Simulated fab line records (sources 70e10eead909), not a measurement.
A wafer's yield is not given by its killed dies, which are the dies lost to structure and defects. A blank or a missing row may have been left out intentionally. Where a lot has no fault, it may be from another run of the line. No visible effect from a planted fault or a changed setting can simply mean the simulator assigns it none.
2 desks looking at one fault    flow nandHarc    numbers are kept per desk, each desk with only its own; the story behind them comes last

THE DEFECT DESK
Per lot, the means of the sampled wafers with a number show what the inspections along the route counted. Any lot whose mean is over 4 standard deviations away from the usual mean is out of limits and marked OUT; that distance is given in the brackets.
Columns: A = rawDefectCount at NHARC_A_SOURCE_PLATE_INSPECT_08, usual 59
lot   first seen here  A
L697  day 7 14:43      39
L698  day 8 03:25      50
L703  day 8 19:53      64
L702  day 8 19:54      59
L705  day 9 15:14      56
L707  day 10 06:10     44
L709  day 10 16:53     50
L713  day 11 10:58     60
L714  day 11 20:28     64
L717  day 12 13:19     53
L718  day 12 19:29     87
L720  day 12 19:31     44
L719  day 12 19:32     60
Result from this desk: across the 13 lots, nothing is out of limits.

AT THE METROLOGY DESK
Means of the sampled wafers that have a number, per lot and without regard to the tool the lot ran on: this is what the gauges read. Any lot whose mean is over 4 standard deviations away from the usual mean is out of limits and marked OUT; that distance is given in the brackets.
Columns: A = thkNm at NHARC_A_SOURCE_PLATE_THK_MEAS_06, usual 200.4 nm; B = thkNm at NHARC_A_ONON_D1_THK_MEAS_18, usual 1002 nm
lot   first seen here  A      B
L697  day 7 14:39      202.6  1015
L698  day 8 03:18      201.3  1020
L702  day 8 19:49      202.1  999
L703  day 8 19:49      201.9  996
L705  day 9 15:10      198.7  1562 (+56) OUT
L707  day 10 06:05     199.5  1569 (+57) OUT
L709  day 10 16:49     200.7  996
L713  day 11 10:53     200.4  999
L714  day 11 20:23     204.0  997
L717  day 12 13:12     198.3  1005
L718  day 12 19:25     200.4  1015
L719  day 12 19:26     199.8  992
L720  day 12 19:26     201.6  984
This desk's finding: out of limits on L705, L707; first on L705, day 10 02:05 (thkNm at NHARC_A_ONON_D1_THK_MEAS_18). In limits: L697, L698, L702, L703, L709, L713, L714, L717, L718, L719, L720.

PUT TOGETHER
L705, L707 would have let the metrology desk raise an alarm at day 10 02:05.
The defect desk saw nothing out of limits.
The defect desk has L705, L707 on record, within its limits.
The lots listed all ran NHARC_A_ONON_D1_DEP_16 on pecvdOnon-03.

WHAT THE SIMULATOR PUT IN
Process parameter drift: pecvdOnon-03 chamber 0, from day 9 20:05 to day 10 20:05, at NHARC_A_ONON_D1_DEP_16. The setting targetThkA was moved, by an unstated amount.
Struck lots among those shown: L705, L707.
Hours from the fault's start to each desk's first reading out of limits: the metrology desk, 6.
